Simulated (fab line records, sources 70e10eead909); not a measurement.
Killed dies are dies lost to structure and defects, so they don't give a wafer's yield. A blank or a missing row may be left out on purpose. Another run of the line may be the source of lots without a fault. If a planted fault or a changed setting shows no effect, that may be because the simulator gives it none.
Struck lot and sound lot, side by side || flow nand harc || 12 out of 1159 route steps
Sound: the wafers L777.3, L777.5, L777.6. The struck wafers were L790.2, L790.5, L790.6. The cause comes at the end.
For every step that has rows: the tool of each side, followed by ch and its chambers, followed by its first start. Under that, the readings that differ: sound wafers || struck wafers || difference of the means || sigmas: that difference in standard deviations of wafers without a fault.
alike: words and numbers the same on both sides, and readings whose means are apart by under 2 such deviations; not compared: readings that were withheld, readings missing a value for some wafer, numbers with overlapping values and no deviation given by the record, and bounds like >300 which may hide the same value.
Wherever a step has rows on one side only, a row that says differs or no value, or a row with sigmas, the two part there. Non-overlapping numbers with no deviation appear without sigmas and do not part them. A reading missing from all wafers of one side parts the sides only when that side holds two or more wafers.

NHARC_P_START_INSPECT_01:
  sound on defect inspect-01 at day 2 12:02; struck on defect inspect-02 at day 5 18:02
  alike: raw defect count
then, 9 steps without rows for these wafers: NHARC_P_ZERO_WELL_PRECLEAN_00 (cleans in SPM, time 600 s); NHARC_P_ZERO_WELL_SRD_01; NHARC_P_ZERO_WELL_PECVD_02 (deposits SiO2, target thk 10 nm); NHARC_P_ZERO_WELL_DEHYDRATE_03 (time 120 s); NHARC_P_ZERO_WELL_HMDS_04 (time 30 s); NHARC_P_ZERO_WELL_COAT_64 (time 65 s); NHARC_P_ZERO_WELL_COAT_05 (resist thk 600 nm); NHARC_P_ZERO_WELL_SOFTBAKE_06 (time 70 s); NHARC_P_ZERO_WELL_EBR_07.
NHARC_P_ZERO_WELL_EXPOSE_08: exposes mask P ZERO, target cd 500 nm.
  struck on krf scanner-04, day 5 19:26; sound on krf scanner-01 ch 0, day 2 13:07
  no value came back on the struck wafers for exposure dose mJ cm2, focus offset nm (nm); on the sound wafers exposure dose mJ cm2 reads 33.78 33.77 33.80
  alike: mask
then, 1 step without rows for these wafers: NHARC_P_ZERO_WELL_PEB_09 (peb time 80 s).

WHERE THEY PART
Within this record, at NHARC_P_ZERO_WELL_EXPOSE_08 only.

WHY: what the simulator had put in
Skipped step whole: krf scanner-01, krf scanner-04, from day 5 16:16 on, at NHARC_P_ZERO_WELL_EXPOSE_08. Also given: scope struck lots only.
